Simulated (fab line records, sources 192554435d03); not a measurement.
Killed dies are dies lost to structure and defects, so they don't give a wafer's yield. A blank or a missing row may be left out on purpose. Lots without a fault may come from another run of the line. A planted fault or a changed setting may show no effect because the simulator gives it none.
Chamber matching | flow n5_finfet | N5_MOL_CONTACT_COAG_ETCH_65 on rie_diel-01: 4 sister chambers
The step etches underlayer in N2/H2, target depth 13 nm, time 10.4 s. 14 wafers are shown with their chamber, then 7 later ones without.

WAFERS WITH THEIR CHAMBER
wafer  | chamber | showerhead_plenum_p_Torr (Torr) | throttle_valve_pct (%) | oes_product_au (a.u.)
L074.1 | 0       | 2.69                            | 17.75                  | 0.74
L074.3 | 1       | 2.51                            | 18.16                  | 0.63
L074.4 | 3       | 2.53                            | 18.24                  | 0.61
L075.1 | 2       | 2.48                            | 17.46                  | 0.77
L075.4 | 1       | 2.50                            | 18.17                  | 0.62
L075.6 | 0       | 2.69                            | 17.76                  | 0.74
L078.1 | 0       | 2.69                            | 17.78                  | 0.73
L078.2 | 3       | 2.53                            | 18.27                  | 0.61
L078.3 | 2       | 2.47                            | 17.48                  | 0.75
L079.2 | 0       | 2.69                            | 17.77                  | 0.72
L079.4 | 1       | 2.50                            | 18.18                  | 0.62
L079.5 | 0       | 2.69                            | 17.77                  | 0.73
L089.1 | 0       | 2.68                            | 17.82                  | 0.71
L089.3 | 2       | 2.46                            | 17.52                  | 0.73

SIGNATURES (means of the wafers above)
reading                  | chamber 0 | chamber 1 | chamber 2 | chamber 3 | scatter within a chamber
showerhead_plenum_p_Torr | 2.6883    | 2.5033    | 2.4700    | 2.5300    | 0.00592
throttle_valve_pct       | 17.7750   | 18.1700   | 17.4867   | 18.2550   | 0.0234
oes_product_au           | 0.7283    | 0.6233    | 0.7500    | 0.6100    | 0.0124
Rule: a wafer's distance from a chamber is the root of the sum, over the readings, of the square of ((its reading less the chamber's mean) divided by the reading's scatter). The wafer belongs to the nearest chamber; if the next one is less than 2 further off, it can't be placed. The scatter: the root of (the sum of the squares of (reading less its chamber's mean) over the shown wafers, divided by (wafers less chambers)).

WAFERS WITHOUT THEIR CHAMBER
wafer  | showerhead_plenum_p_Torr (Torr) | throttle_valve_pct (%) | oes_product_au (a.u.)
L089.6 | 2.52                            | 18.31                  | 0.60
L091.3 | 2.46                            | 17.52                  | 0.73
L091.4 | 2.46                            | 17.54                  | 0.72
L091.6 | 2.68                            | 17.83                  | 0.70
L094.2 | 2.67                            | 17.84                  | 0.70
L094.4 | 2.49                            | 18.21                  | 0.60
L094.5 | 2.46                            | 17.54                  | 0.71

WHICH CHAMBER EACH WENT THROUGH
wafer  | from the rows above | in truth
L089.6 | 3                   | 3
L091.3 | 2                   | 2
L091.4 | 2                   | 2
L091.6 | 0                   | 0
L094.2 | 0                   | 0
L094.4 | 1                   | 1
L094.5 | 2                   | 2
Placed correctly: 7 of 7. Can't be placed from these rows: 0. Placed wrongly: 0.
